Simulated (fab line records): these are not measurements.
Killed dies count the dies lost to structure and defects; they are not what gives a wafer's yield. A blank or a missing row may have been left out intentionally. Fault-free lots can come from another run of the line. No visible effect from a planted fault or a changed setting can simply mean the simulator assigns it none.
Which tool did it? + flow nand harc + Sampling: 11 lots, 33 wafers, 2 of 1159 route steps

WHAT THE GAUGES READ, wafer by wafer
NHARC_P_ZERO_WELL_CD_MEAS_24: the cd target is 720 nm.
| lot  | measured    | on        | cd nm (nm)        |
|------|-------------|-----------|-------------------|
| L609 | day 1 14:35 | cd sem-02 | 718.8 720.1 720.1 |
| L610 | day 1 20:35 | cd sem-01 | 720.9 722.2 718.9 |
| L611 | day 2 02:28 | cd sem-01 | 722.5 723.5 717.5 |
| L612 | day 2 08:35 | cd sem-03 | 718.1 718.3 721.3 |
| L613 | day 2 14:40 | cd sem-01 | 720.4 721.7 719.9 |
| L616 | day 3 08:28 | cd sem-03 | 717.8 720.8 721.1 |
| L617 | day 3 14:20 | cd sem-01 | 720.4 721.0 717.0 |
| L619 | day 4 02:28 | cd sem-03 | 720.1 719.6 719.5 |
| L622 | day 4 20:27 | cd sem-01 | 707.5 710.3 709.5 |
| L631 | day 7 02:37 | cd sem-02 | 721.4 720.0 718.9 |
| L632 | day 7 08:36 | cd sem-01 | 720.7 723.6 724.4 |

EACH LOT AND THE TOOL THAT RAN IT (in order: tool; ch and the chambers of the sampled wafers; start)
| lot  | NHARC_P_ZERO_WELL_EXPOSE_21      |
|------|----------------------------------|
| L609 | krf scanner-03 ch 0, day 1 14:26 |
| L610 | krf scanner-01 ch 0, day 1 20:26 |
| L611 | krf scanner-04 ch 0, day 2 02:19 |
| L612 | krf scanner-01 ch 0, day 2 08:26 |
| L613 | krf scanner-04 ch 0, day 2 14:31 |
| L616 | krf scanner-03 ch 0, day 3 08:19 |
| L617 | krf scanner-03 ch 0, day 3 14:11 |
| L619 | krf scanner-03 ch 0, day 4 02:19 |
| L622 | krf scanner-01 ch 0, day 4 20:17 |
| L631 | krf scanner-01 ch 0, day 7 02:28 |
| L632 | krf scanner-03 ch 0, day 7 08:26 |
- NHARC_P_ZERO_WELL_EXPOSE_21: exposes mask P NWELL, target cd 720 nm.

THE ANSWER, worked out from the rows above alone
Rule: usual is defined by the lots themselves. The widest of any qualifying gaps counts: lots, ordered by their means at a reading, are off when they make up no more than a third of the lots, leave a main group of 4 or more, and stand apart from it by 3 or more times the standard deviation of that group's means. The tables above print the reading to a certain number of digits; a main group whose means all agree to those digits is not used. A lot without any number at a reading at which 4 lots or more have one is off too. Where the step has rows for the other lots, those lots are counted as sound.
Off, at NHARC_P_ZERO_WELL_CD_MEAS_24 on cd nm: L622. The main group has a mean of 720.4 nm with a standard deviation of 1.
A tool fits if, at a process step before that reading, it ran every lot that is off, and no sound lot after the first of them. Those tools and the gauges at NHARC_P_ZERO_WELL_CD_MEAS_24 are tried in the same way. No candidate that was tried fits.

WHAT THE SIMULATOR PUT IN
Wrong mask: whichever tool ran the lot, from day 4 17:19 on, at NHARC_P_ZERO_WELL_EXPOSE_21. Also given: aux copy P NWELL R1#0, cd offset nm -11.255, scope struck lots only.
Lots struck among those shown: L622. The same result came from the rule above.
